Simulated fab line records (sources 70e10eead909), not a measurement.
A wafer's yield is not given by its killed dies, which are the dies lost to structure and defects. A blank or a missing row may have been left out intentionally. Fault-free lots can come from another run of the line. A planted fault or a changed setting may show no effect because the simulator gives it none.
Matching of chambers :: flow nand-harc :: NHARC_A_STAIRCASE_TRIM_187 on rie-diel-04 has 4 sister chambers
The step chemistry O2, time 211.2 s. 22 wafers are shown with their chamber, then 11 later ones without.

WAFERS, EACH WITH ITS CHAMBER
wafer: L074.2
chamber: 1
showerhead-plenum-p-Torr (Torr): 3.39
drypump-motor-current-A (A): 6.1
oes-product-au (a.u.): 1.013

wafer: L074.4
chamber: 0
showerhead-plenum-p-Torr (Torr): 3.57
drypump-motor-current-A (A): 5.5
oes-product-au (a.u.): 0.989

wafer: L074.6
chamber: 0
showerhead-plenum-p-Torr (Torr): 3.57
drypump-motor-current-A (A): 5.5
oes-product-au (a.u.): 1.000

wafer: L077.2
chamber: 2
showerhead-plenum-p-Torr (Torr): 3.42
drypump-motor-current-A (A): 5.6
oes-product-au (a.u.): 1.005

wafer: L077.5
chamber: 0
showerhead-plenum-p-Torr (Torr): 3.56
drypump-motor-current-A (A): 5.5
oes-product-au (a.u.): 0.985

wafer: L077.6
chamber: 1
showerhead-plenum-p-Torr (Torr): 3.39
drypump-motor-current-A (A): 6.1
oes-product-au (a.u.): 1.014

wafer: L080.1
chamber: 2
showerhead-plenum-p-Torr (Torr): 3.42
drypump-motor-current-A (A): 5.6
oes-product-au (a.u.): 1.003

wafer: L080.4
chamber: 1
showerhead-plenum-p-Torr (Torr): 3.38
drypump-motor-current-A (A): 6.2
oes-product-au (a.u.): 1.001

wafer: L080.6
chamber: 3
showerhead-plenum-p-Torr (Torr): 3.76
drypump-motor-current-A (A): 6.2
oes-product-au (a.u.): 1.004

wafer: L079.1
chamber: 2
showerhead-plenum-p-Torr (Torr): 3.42
drypump-motor-current-A (A): 5.6
oes-product-au (a.u.): 1.013

wafer: L079.4
chamber: 1
showerhead-plenum-p-Torr (Torr): 3.38
drypump-motor-current-A (A): 6.1
oes-product-au (a.u.): 1.009

wafer: L079.6
chamber: 2
showerhead-plenum-p-Torr (Torr): 3.42
drypump-motor-current-A (A): 5.6
oes-product-au (a.u.): 1.017

wafer: L083.3
chamber: 3
showerhead-plenum-p-Torr (Torr): 3.76
drypump-motor-current-A (A): 6.1
oes-product-au (a.u.): 1.004

wafer: L083.4
chamber: 2
showerhead-plenum-p-Torr (Torr): 3.41
drypump-motor-current-A (A): 5.6
oes-product-au (a.u.): 1.007

wafer: L083.5
chamber: 3
showerhead-plenum-p-Torr (Torr): 3.76
drypump-motor-current-A (A): 6.2
oes-product-au (a.u.): 1.013

wafer: L084.1
chamber: 1
showerhead-plenum-p-Torr (Torr): 3.37
drypump-motor-current-A (A): 6.1
oes-product-au (a.u.): 1.020

wafer: L084.2
chamber: 3
showerhead-plenum-p-Torr (Torr): 3.76
drypump-motor-current-A (A): 6.2
oes-product-au (a.u.): 1.002

wafer: L084.4
chamber: 0
showerhead-plenum-p-Torr (Torr): 3.55
drypump-motor-current-A (A): 5.5
oes-product-au (a.u.): 0.985

wafer: L085.1
chamber: 2
showerhead-plenum-p-Torr (Torr): 3.41
drypump-motor-current-A (A): 5.6
oes-product-au (a.u.): 1.009

wafer: L085.2
chamber: 3
showerhead-plenum-p-Torr (Torr): 3.76
drypump-motor-current-A (A): 6.2
oes-product-au (a.u.): 1.001

wafer: L085.6
chamber: 1
showerhead-plenum-p-Torr (Torr): 3.37
drypump-motor-current-A (A): 6.1
oes-product-au (a.u.): 1.012

wafer: L086.1
chamber: 3
showerhead-plenum-p-Torr (Torr): 3.75
drypump-motor-current-A (A): 6.2
oes-product-au (a.u.): 0.990

SIGNATURES (averages over the wafers above)
reading: showerhead-plenum-p-Torr
chamber 0: 3.5625
chamber 1: 3.3800
chamber 2: 3.4167
chamber 3: 3.7583
scatter within a chamber: 0.00704

reading: drypump-motor-current-A
chamber 0: 5.500
chamber 1: 6.117
chamber 2: 5.600
chamber 3: 6.183
scatter within a chamber: 0.0304

reading: oes-product-au
chamber 0: 0.98975
chamber 1: 1.01150
chamber 2: 1.00900
chamber 3: 1.00233
scatter within a chamber: 0.00649
Rule: distance of a wafer from a chamber = root of the sum over the readings of ((wafer's reading minus chamber's mean) / reading's scatter) squared. If the next closest chamber is less than 2 further off than the closest, the wafer can't be placed; otherwise it belongs to the closest. The scatter: the root of (the sum of the squares of (reading less its chamber's mean) over the shown wafers, divided by (wafers less chambers)).

WAFERS WHOSE CHAMBER IS MISSING
wafer: L086.2
showerhead-plenum-p-Torr (Torr): 3.37
drypump-motor-current-A (A): 6.1
oes-product-au (a.u.): 1.014

wafer: L086.5
showerhead-plenum-p-Torr (Torr): 3.41
drypump-motor-current-A (A): 5.6
oes-product-au (a.u.): 1.012

wafer: L090.1
showerhead-plenum-p-Torr (Torr): 3.40
drypump-motor-current-A (A): 5.6
oes-product-au (a.u.): 1.000

wafer: L090.2
showerhead-plenum-p-Torr (Torr): 3.54
drypump-motor-current-A (A): 5.5
oes-product-au (a.u.): 0.970

wafer: L090.5
showerhead-plenum-p-Torr (Torr): 3.40
drypump-motor-current-A (A): 5.6
oes-product-au (a.u.): 0.990

wafer: L094.1
showerhead-plenum-p-Torr (Torr): 3.40
drypump-motor-current-A (A): 5.6
oes-product-au (a.u.): 1.001

wafer: L094.5
showerhead-plenum-p-Torr (Torr): 3.40
drypump-motor-current-A (A): 5.6
oes-product-au (a.u.): 1.015

wafer: L094.6
showerhead-plenum-p-Torr (Torr): 3.75
drypump-motor-current-A (A): 6.1
oes-product-au (a.u.): 1.007

wafer: L094.2
showerhead-plenum-p-Torr (Torr): 3.75
drypump-motor-current-A (A): 6.2
oes-product-au (a.u.): 1.006

wafer: L094.3
showerhead-plenum-p-Torr (Torr): 3.36
drypump-motor-current-A (A): 6.1
oes-product-au (a.u.): 1.017

wafer: L094.4
showerhead-plenum-p-Torr (Torr): 3.53
drypump-motor-current-A (A): 5.5
oes-product-au (a.u.): 1.012

EACH ONE'S CHAMBER
wafer: L086.2
from the rows above: 1
in truth: 1

wafer: L086.5
from the rows above: 2
in truth: 2

wafer: L090.1
from the rows above: 2
in truth: 2

wafer: L090.2
from the rows above: 0
in truth: 0

wafer: L090.5
from the rows above: 2
in truth: 2

wafer: L094.1
from the rows above: 2
in truth: 2

wafer: L094.5
from the rows above: 2
in truth: 2

wafer: L094.6
from the rows above: 3
in truth: 3

wafer: L094.2
from the rows above: 3
in truth: 3

wafer: L094.3
from the rows above: 1
in truth: 1

wafer: L094.4
from the rows above: 0
in truth: 0
Placed correctly: 11 of 11. Not placeable from these rows: 0. 0 placed wrongly.
